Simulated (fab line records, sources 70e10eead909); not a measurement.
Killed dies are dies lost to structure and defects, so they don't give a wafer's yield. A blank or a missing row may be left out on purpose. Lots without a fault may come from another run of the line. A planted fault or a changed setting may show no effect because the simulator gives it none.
fab line records | flow nand_harc | part 2 of 2: steps 24 to 38 of 38
record lots=5 wafers=15 last_day=32
route steps=1302 shown A_CHANNEL_HOLE_D1@489 A_CHANNEL_FILL_D1@490 A_DECK1_JOINT@518
lots that met no fault: from a run of the same line without faults
start_h: hours from the record's first day to the start of the lot's first wafer shown | wait_h: hours since the lot's step before | " the same as in the row above | L1.1+2: a row that stands for several wafers | - no value, or no start given | * or withheld: withheld | < > ~ a bound
route shown NAME@n: a module of which the file shows steps, and the number in the route of the first | usual: mean/standard deviation of fault-free wafers | same: alike in all rows | chamber/n: place in a boat | sites: the reading at each site | _std_site: their standard deviation | _edge_site: outer sites' mean less inner sites' | radius_mm: how far each site lies from the wafer's centre | mask NAME#n: copy n | behind: the tool/chamber that last shaped the wafer | hold: why the lot was held/for how many hours/how that ended | device: the transistor (n, p or np) that didn't switch | end of line: the same wafers' tests at the end of the route | a step without rows: its recipe alone | killed: dies lost to structure and defects at the first sort, not the wafer's yield | map: a wafer's dies, x killed, . not, _ none there
set.NAME: the setting as run; set.NAME@STEP: as run at that earlier step | model.NAME: the simulator's own value behind a step, which no gauge read
lots at some steps of the route; a table a step, a row a wafer
services: from which hour (start_h, from the record's first day; less than 0 if before it) a tool's chamber was out of use, for how many hours, and why
## steps
# step NHARC_A_CHANNEL_FILL_D1_CMP_10
# recipe target_thk_nm=150
# usual motor_current_A=12.6/1.1 time_to_endpoint_s=16/3.4
# columns lot.wafer tool chamber start_h wait_h motor_current_A time_to_endpoint_s
L085.2 cmp-02 3 345.86 0.4 12.4 16
L085.3 " 1 " " 12.3 23
L085.5 " 3 " " 13.6 19
L087.2 cmp-02 0 374.76 0.4 14.8 11
L087.1 " 1 " " 11.8 20
L087.6 " 2 " " 13.3 17
L089.3 cmp-01 0 381.07 0.4 12.0 12
L089.2 " 2 " " 10.7 15
L089.6 " 1 " " 14.2 16
L088.3 cmp-02 0 381.12 0.4 13.8 10
L088.1 " 1 " " 11.6 19
L088.5 " 2 " " 12.9 15
L094.4 cmp-01 0 436.03 0.4 11.8 11
L094.3 " 3 " " 11.9 15
L094.6 " 0 " " 12.2 10
# step NHARC_A_CHANNEL_FILL_D1_SRD_12
# columns lot.wafer tool chamber start_h wait_h
L085.3+2+5 wet_bench-07 2,4,5 346.16 0.0
L087.6+2+1 wet_bench-09 1,5,6 375.01 0.0
L088.3+5+1 wet_bench-09 2,3,6 381.37 0.0
L089.2+6+3 wet_bench-02 0,2,3 381.37 0.0
L094.4+3+6 wet_bench-09 0,1,3 436.33 0.0
# step NHARC_A_CHANNEL_FILL_D1_INSPECT_13
# usual raw_defect_count=352/150
# columns lot.wafer tool chamber start_h wait_h raw_defect_count
L085.2 defect_inspect-01 - 346.27 0.0 280
L085.3 " - " " 429
L085.5 " - " " 314
L087.1 defect_inspect-02 - 375.12 0.0 221
L087.2 " - " " 249
L087.6 " - " " 298
L088.1 defect_inspect-02 - 381.48 0.0 316
L088.3 " - " " 341
L088.5 " - " " 236
L089.2 defect_inspect-02 - 381.49 0.0 208
L089.3 " - " " 250
L089.6 " - " " 227
L094.3 defect_inspect-02 - 436.44 0.0 515
L094.4 " - " " 624
L094.6 " - " " 699
# step NHARC_A_DECK1_JOINT_ETCHBACK_07
# recipe target_depth_a=1050 time_s=26.9 hbr_flow_sccm=150 rf_w=350 icp_w=350 bias_w=60 chemistry=HBr
# usual drypump_motor_current_A=5.6/0.46 oes_product_au=1.000/0.013 throttle_valve_pct=23.266/0.0098
# columns lot.wafer tool chamber start_h wait_h drypump_motor_current_A oes_product_au rf_hours_counter_h throttle_valve_pct
L085.3 rie_si-03 1 346.34 0.1 5.0 0.981 0.6 23.268
L085.2 " 2 " " 5.4 0.999 0.2 23.274
L085.5 " 0 " " 5.9 0.992 - 23.258
L087.1 rie_si-03 3 375.19 0.1 5.1 1.004 1.0 23.263
L087.2 " 0 " " 5.9 1.007 1.0 23.274
L087.6 " 0 " " 5.9 0.999 - 23.260
L088.3 rie_si-01 1 381.54 0.1 6.3 1.011 0 23.277
L088.1 " 3 " " 5.9 1.001 0 23.273
L088.5 " 1 " " 6.3 1.016 - 23.262
L089.2 rie_si-03 3 381.55 0.1 5.1 0.997 1.0 23.279
L089.3 " 0 " " 5.9 1.004 1.0 23.256
L089.6 " 0 " " 5.9 0.994 - 23.256
L094.3 rie_si-01 2 436.52 0.1 6.0 1.017 0.2 23.268
L094.4 " 0 " " 5.7 1.003 0.3 23.262
L094.6 " 2 " " 6.0 1.024 - 23.251
# step NHARC_A_DECK1_JOINT_ETCH_25
# recipe target_depth_a=5 chemistry=dHF material=SiO2
# columns lot.wafer tool chamber start_h wait_h
L085.3+5+2 wet_bench-01 5,0,1 346.48 0.1
L087.1+6+2 wet_bench-05 1,5,6 375.36 0.2
L088.1+3+5 wet_bench-06 7,2,3 381.69 0.1
L089.6+2+3 wet_bench-05 6,1,3 381.72 0.1
L094.6+4+3 wet_bench-05 1,2,6 436.65 0.1
# step NHARC_A_DECK1_JOINT_ETCH_19
# recipe temp_c=25 target_depth_a=30 chemistry=TMAH material=poly-Si
# columns lot.wafer tool chamber start_h wait_h
L085.3+5+2 wet_bench-01 5,0,1 346.52 0.0
L087.1+6+2 wet_bench-05 1,5,6 375.39 0.0
L088.1+3+5 wet_bench-06 7,2,3 381.73 0.0
L089.6+2+3 wet_bench-05 6,1,3 381.75 0.0
L094.6+4+3 wet_bench-05 1,2,6 436.68 0.0
# step NHARC_A_DECK1_JOINT_ETCH_18
# recipe target_depth_a=30 chemistry=dHF material=SiO2
# columns lot.wafer tool chamber start_h wait_h
L085.3+5+2 wet_bench-01 5,0,1 - -
L087.1+6+2 wet_bench-05 1,5,6 - -
L088.1+3+5 wet_bench-06 7,2,3 - -
L089.6+2+3 wet_bench-05 6,1,3 - -
L094.6+4+3 wet_bench-05 1,2,6 - -
# step NHARC_A_DECK1_JOINT_WET_08
# recipe temp_c=160 time_s=86 chemistry=H3PO4
# columns lot.wafer tool chamber start_h wait_h
L085.2+3+5 wet_h3po4-01 0 348.32 -
L087.1+2+6 wet_h3po4-01 0 377.20 -
L088.1+3+5 wet_h3po4-01 1 383.53 -
L089.2+3+6 wet_h3po4-01 1 383.53 -
L094.3+4+6 wet_h3po4-02 1 438.49 -
# step NHARC_A_DECK1_JOINT_ETCH_09
# recipe target_depth_a=50 chemistry=dHF material=SiO2
# columns lot.wafer tool chamber start_h wait_h
L085.2+5+3 wet_bench-01 4,6,0 348.86 0.0
L087.1+6+2 wet_bench-06 1,4,6 377.75 0.0
L088.1+3+5 wet_bench-05 5,6,7 384.07 0.0
L089.6+2+3 wet_bench-06 7,0,3 384.07 0.0
L094.3+6+4 wet_bench-01 3,6,0 439.04 0.0
# step NHARC_A_DECK1_JOINT_WET_10
# recipe temp_c=160 time_s=86 chemistry=H3PO4
# columns lot.wafer tool chamber start_h wait_h
L085.2+3+5 wet_h3po4-01 0 350.56 1.7
L087.1+2+6 wet_h3po4-02 0 379.44 1.7
L088.1+3+5 wet_h3po4-01 1 385.76 1.7
L089.2+3+6 wet_h3po4-01 0 385.76 1.7
L094.3+4+6 wet_h3po4-01 0 440.73 1.7
# step NHARC_A_DECK1_JOINT_ETCH_11
# recipe target_depth_a=350 chemistry=dHF material=SiO2
# columns lot.wafer tool chamber start_h wait_h
L085.2+3+5 wet_bench-06 5,7,1 351.10 0.0
L087.6+2+1 wet_bench-01 1,3,5 380.00 0.0
L088.1+3+5 wet_bench-01 4,5,6 386.33 0.0
L089.6+2+3 wet_bench-05 2,3,5 386.35 0.1
L094.3+4+6 wet_bench-01 7,3,4 441.27 0.0
# step NHARC_A_DECK1_JOINT_CVD_12
# recipe target_thk_a=900 temp_c=620 pressure_mtorr=200 time_s=1800 material=poly-Si
# usual zone_power_top_pct=17.2/0.44
# columns lot.wafer tool chamber start_h wait_h zone_power_top_pct
L085.2 lpcvd_poly-02 0 353.60 2.5 17.0
L085.3 " 0 " " 16.8
L085.5 " 0 " " 17.0
L087.1 lpcvd_poly-02 0 382.48 2.4 17.0
L087.2 " 0 " " 16.8
L087.6 " 0 " " 16.9
L088.1 lpcvd_poly-02 0 388.81 2.5 16.8
L088.3 " 0 " " 17.0
L088.5 " 0 " " 16.8
L089.2 lpcvd_poly-02 0 388.81 2.4 16.8
L089.3 " 0 " " 16.7
L089.6 " 0 " " 17.0
L094.3 lpcvd_poly-02 0 443.76 2.5 17.0
L094.4 " 0 " " 17.1
L094.6 " 0 " " 17.0
# step NHARC_A_DECK1_JOINT_CMP_13
# recipe target_thk_nm=51.023
# usual motor_current_A=12.9/0.99 time_to_endpoint_s=10/3.3
# columns lot.wafer tool chamber start_h wait_h motor_current_A time_to_endpoint_s
L085.3 cmp-03 1 356.49 0.4 14.3 6
L085.2 " 2 " " 13.1 6
L085.5 " 1 " " 14.1 7
L087.2 cmp-03 3 385.35 0.4 11.7 9
L087.1 " 0 " " 12.4 6
L087.6 " 1 " " 14.3 6
L089.3 cmp-03 3 391.68 0.4 11.5 8
L089.2 " 0 " " 13.3 7
L089.6 " 2 " " 13.3 7
L088.1 cmp-02 3 391.71 0.4 13.6 11
L088.3 " 0 " " 14.7 3
L088.5 " 2 " " 13.7 9
L094.4 cmp-02 1 446.61 0.4 12.6 16
L094.3 " 2 " " 13.9 11
L094.6 " 1 " " 11.5 17
# step NHARC_A_DECK1_JOINT_THK_MEAS_14
# recipe thk_meas_gauge=ellipsometry
# usual thk_nm=51.0/1.9
# columns lot.wafer tool chamber start_h wait_h thk_nm
L085.2 film_metro-02 - 356.73 0.2 50.1
L085.3 " - " " 51.8
L085.5 " - " " 50.0
L087.1 film_metro-01 - 385.56 0.2 50.7
L087.2 " - " " 48.5
L087.6 " - " " 49.8
L089.2 film_metro-01 - 391.91 0.2 50.1
L089.3 " - " " 51.0
L089.6 " - " " 50.4
L088.1 film_metro-02 - 391.91 0.2 50.3
L088.3 " - " " 48.9
L088.5 " - " " 52.6
L094.3 film_metro-01 - 446.84 0.2 52.7
L094.4 " - " " 53.7
L094.6 " - " " 54.1
# step NHARC_A_DECK1_JOINT_SRD_04
# columns lot.wafer tool chamber start_h wait_h
L085.2+5+3 wet_bench-01 6,0,2 356.78 0.0
L087.6+1+2 wet_bench-05 4,7,0 385.60 0.0
L089.3+2+6 wet_bench-01 5,6,7 391.96 0.0
L088.1+5+3 wet_bench-01 6,0,1 391.98 0.1
L094.6+3+4 wet_bench-05 6,0,1 446.89 0.0
## services
# columns tool chamber start_h hours kind
wet_bench-01 - 278.96 8.0 pm
wet_bench-09 - 283.08 2.4 repair
rie_diel-11 3 293.35 5.5 repair
cmp-02 - 298.16 1.9 repair
rie_diel-06 - 307.20 9.0 pm
cmp-02 - 320.92 0.5 repair
wet_h3po4-01 - 328.62 0.7 repair
ald_hk-01 - 330.28 1.3 repair
wet_bench-07 - 336.00 8.0 pm
wet_h3po4-01 - 336.00 8.0 pm
ald_hk-02 - 348.11 10.0 pm
wet_bench-09 - 352.80 8.0 pm
rie_diel-11 1 354.93 3.1 repair
rie_diel-06 1 360.66 14.1 repair
wet_bench-06 - 369.60 8.0 pm
rie_diel-06 3 387.75 16.6 repair
wet_bench-06 - 388.51 6.6 repair
rie_diel-06 3 404.79 15.0 repair
wet_bench-02 - 420.04 8.0 pm
wet_h3po4-01 - 428.93 1.3 repair
ald_hk-02 - 431.84 0.9 repair
rie_diel-11 - 432.53 9.0 pm
ald_hk-04 - 432.65 10.0 pm
wet_bench-05 - 436.80 8.0 pm
